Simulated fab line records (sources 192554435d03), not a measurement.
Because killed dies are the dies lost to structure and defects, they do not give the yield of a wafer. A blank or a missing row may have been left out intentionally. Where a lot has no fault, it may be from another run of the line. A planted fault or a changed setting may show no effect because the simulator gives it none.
Split-lot experiment :: flow n5Finfet :: 7 lots, 21 wafers read, on a route of 1938 steps

THE SPLIT ITSELF
At N5_BEOL_M9_TRENCH_ETCH_37 (etches SiCOH lowk in C4F6/O2, target depth 151.43 nm, time 49 s), the setting timeS was moved away from the recipe's 49 s on 4 of the 21 wafers read, by -19.7% to -13.3%. The other wafers ran this setting at the recipe's value.

FROM THE SPLIT TO THE READING: what the file shows between them, 11 steps
- N5_BEOL_M9_ETCH_41: etches SiCN in CH3F/O2, target depth 36.6 nm, time 70.1 s
- N5_BEOL_M9_STRIP_80: strips in N2/H2, time 10 s
- N5_BEOL_M9_OCD_MEAS_38
- N5_BEOL_M9_HM_STRIP_39: strips TiN in peroxide tin strip, target depth 25 nm, time 158 s
- N5_BEOL_M9_SRD_40: time 30 s
- N5_BEOL_M9_ECD_50: material Cu, target thk 318 nm
- N5_BEOL_M9_ANNEAL_51: time 90 s
- N5_BEOL_M9_CMP_52: polishes, stops on SiCOH lowk, t overpolish 7 s, target thk 140 nm
- N5_BEOL_M9_THK_MEAS_53: measures by xrf
- N5_BEOL_M9_PRE_CLEAN_55: time 15 s
- N5_BEOL_M9_DEP_56: deposits SiCN from 3MS/NH3, target thk 15 nm, time 26.5 s

THE READING
M9_RS, in ohm/sq, at N5_BEOL_M9_RS_MEAS_57 (measures by four-point-probe). On this fab line, fault-free wafers typically give 0.153 ohm/sq with a standard deviation of 0.0044 ohm/sq.

wafer: L084.3
tool, chamber at the split: rieDiel-06, 3
timeS as run, s: 49
against the recipe: recipe
M9_RS, ohm/sq: 0.145
against lot-mates on the recipe: -

wafer: L084.4
tool, chamber at the split: rieDiel-06, 2
timeS as run, s: 49
against the recipe: recipe
M9_RS, ohm/sq: 0.150
against lot-mates on the recipe: -

wafer: L084.5
tool, chamber at the split: rieDiel-06, 1
timeS as run, s: 49
against the recipe: recipe
M9_RS, ohm/sq: 0.155
against lot-mates on the recipe: -

wafer: L090.1
tool, chamber at the split: rieDiel-02, 0
timeS as run, s: 42.48
against the recipe: -13.3%
M9_RS, ohm/sq: 0.174
against lot-mates on the recipe: +0.019

wafer: L090.2
tool, chamber at the split: rieDiel-02, 3
timeS as run, s: 42.48
against the recipe: -13.3%
M9_RS, ohm/sq: 0.184
against lot-mates on the recipe: +0.029

wafer: L090.5
tool, chamber at the split: rieDiel-02, 1
timeS as run, s: 49
against the recipe: recipe
M9_RS, ohm/sq: 0.155
against lot-mates on the recipe: -

wafer: L088.1
tool, chamber at the split: rieDiel-02, 2
timeS as run, s: 49
against the recipe: recipe
M9_RS, ohm/sq: 0.149
against lot-mates on the recipe: -

wafer: L088.4
tool, chamber at the split: rieDiel-02, 1
timeS as run, s: 39.34
against the recipe: -19.7%
M9_RS, ohm/sq: 0.207
against lot-mates on the recipe: +0.055

wafer: L088.5
tool, chamber at the split: rieDiel-02, 3
timeS as run, s: 49
against the recipe: recipe
M9_RS, ohm/sq: 0.154
against lot-mates on the recipe: -

wafer: L087.1
tool, chamber at the split: rieDiel-02, 2
timeS as run, s: 49
against the recipe: recipe
M9_RS, ohm/sq: 0.155
against lot-mates on the recipe: -

wafer: L087.5
tool, chamber at the split: rieDiel-02, 0
timeS as run, s: 49
against the recipe: recipe
M9_RS, ohm/sq: 0.145
against lot-mates on the recipe: -

wafer: L087.6
tool, chamber at the split: rieDiel-02, 1
timeS as run, s: 49
against the recipe: recipe
M9_RS, ohm/sq: 0.157
against lot-mates on the recipe: -

wafer: L096.3
tool, chamber at the split: rieDiel-05, 1
timeS as run, s: 49
against the recipe: recipe
M9_RS, ohm/sq: 0.147
against lot-mates on the recipe: -

wafer: L096.5
tool, chamber at the split: rieDiel-05, 0
timeS as run, s: 49
against the recipe: recipe
M9_RS, ohm/sq: 0.150
against lot-mates on the recipe: -

wafer: L096.6
tool, chamber at the split: rieDiel-05, 3
timeS as run, s: 49
against the recipe: recipe
M9_RS, ohm/sq: 0.154
against lot-mates on the recipe: -

wafer: L093.2
tool, chamber at the split: rieDiel-05, 1
timeS as run, s: 49
against the recipe: recipe
M9_RS, ohm/sq: 0.151
against lot-mates on the recipe: -

wafer: L093.4
tool, chamber at the split: rieDiel-05, 0
timeS as run, s: 49
against the recipe: recipe
M9_RS, ohm/sq: 0.152
against lot-mates on the recipe: -

wafer: L093.5
tool, chamber at the split: rieDiel-05, 0
timeS as run, s: 40.62
against the recipe: -17.1%
M9_RS, ohm/sq: 0.192
against lot-mates on the recipe: +0.041

wafer: L095.1
tool, chamber at the split: rieDiel-02, 2
timeS as run, s: 49
against the recipe: recipe
M9_RS, ohm/sq: 0.154
against lot-mates on the recipe: -

wafer: L095.2
tool, chamber at the split: rieDiel-02, 1
timeS as run, s: 49
against the recipe: recipe
M9_RS, ohm/sq: 0.160
against lot-mates on the recipe: -

wafer: L095.5
tool, chamber at the split: rieDiel-02, 3
timeS as run, s: 49
against the recipe: recipe
M9_RS, ohm/sq: 0.155
against lot-mates on the recipe: -

THE FIT
A straight line over all 21 wafers: M9_RS changes by -0.0024 ohm/sq for each +1% of timeS; r = -0.96; the points scatter about the line by 0.0048 ohm/sq.
The same after taking each lot's own level away (the mean of its wafers on the recipe; 21 wafers): -0.00236 ohm/sq for each +1%; r = -0.96; scatter 0.0048 ohm/sq.
The reading moves by 0.047 ohm/sq for the largest change in timeS, on that fit.
From 0.1500 to 0.1563 ohm/sq: that is the span of the lots' own levels, equal to 1.4 times the standard deviation above.
Hence the lot-to-lot level has little effect on the slope; both slopes agree.
Check: for one of the wafers moved furthest among these (-19.7%), held out of the fit, the line's prediction against its lot-mates is +0.0406 ohm/sq. It came out at +0.0555 ohm/sq against them.

OTHER SPLITS APPLIED TO THESE WAFERS
Before the reading, these wafers also passed through other splits. Each is held against what the fit with the lots' levels taken away leaves over:
other split on the same wafers: N5_BEOL_M9_ILD_DEP_00 timeS
wafers away from the commonest value: 9
r with M9_RS (lot level and that fit taken away): +0.08

other split on the same wafers: N5_BEOL_M9_HM_DEP_02 targetThkA
wafers away from the commonest value: 7
r with M9_RS (lot level and that fit taken away): -0.28

other split on the same wafers: N5_BEOL_M9_ETCH_66 biasW
wafers away from the commonest value: 5
r with M9_RS (lot level and that fit taken away): -0.02

THE WHOLE CHAIN: every reading that the file lists as answering this split, in the file's order
step: N5_BEOL_M9_TRENCH_ETCH_37
what it does: etches SiCOH lowk in C4F6/O2, target depth 151.43 nm, time 49 s
reading: etch.depthNm (the simulator's own value, which no gauge read)
change (the file's fit): +1.53 nm for each +1% of the setting
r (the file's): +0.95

step: N5_BEOL_M9_TRENCH_ETCH_37
what it does: etches SiCOH lowk in C4F6/O2, target depth 151.43 nm, time 49 s
reading: BEOL_M9.featureDepthNm (the simulator's own value, which no gauge read)
change (the file's fit): +1.53 nm for each +1% of the setting
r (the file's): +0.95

step: N5_BEOL_M9_OCD_MEAS_38
what it does: 
reading: trenchDepthNm
change (the file's fit): +1.53 nm for each +1% of the setting
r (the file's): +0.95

step: N5_BEOL_M9_CMP_52
what it does: polishes, stops on SiCOH lowk, t overpolish 7 s, target thk 140 nm
reading: Cu_of_BEOL_M9_ECD_50.thkNm (the simulator's own value, which no gauge read)
change (the file's fit): +1.58 nm for each +1% of the setting
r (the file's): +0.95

step: N5_BEOL_M9_THK_MEAS_53
what it does: measures by xrf
reading: M9_THK
change (the file's fit): +1.57 for each +1% of the setting
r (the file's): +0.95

step: N5_BEOL_M9_RS_MEAS_57
what it does: measures by four-point-probe
reading: M9_RS
change (the file's fit): -0.00248 for each +1% of the setting
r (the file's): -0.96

THE FILE'S OWN FIT
M9_RS changes by -0.00248 ohm/sq for each +1% of timeS, r = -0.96.
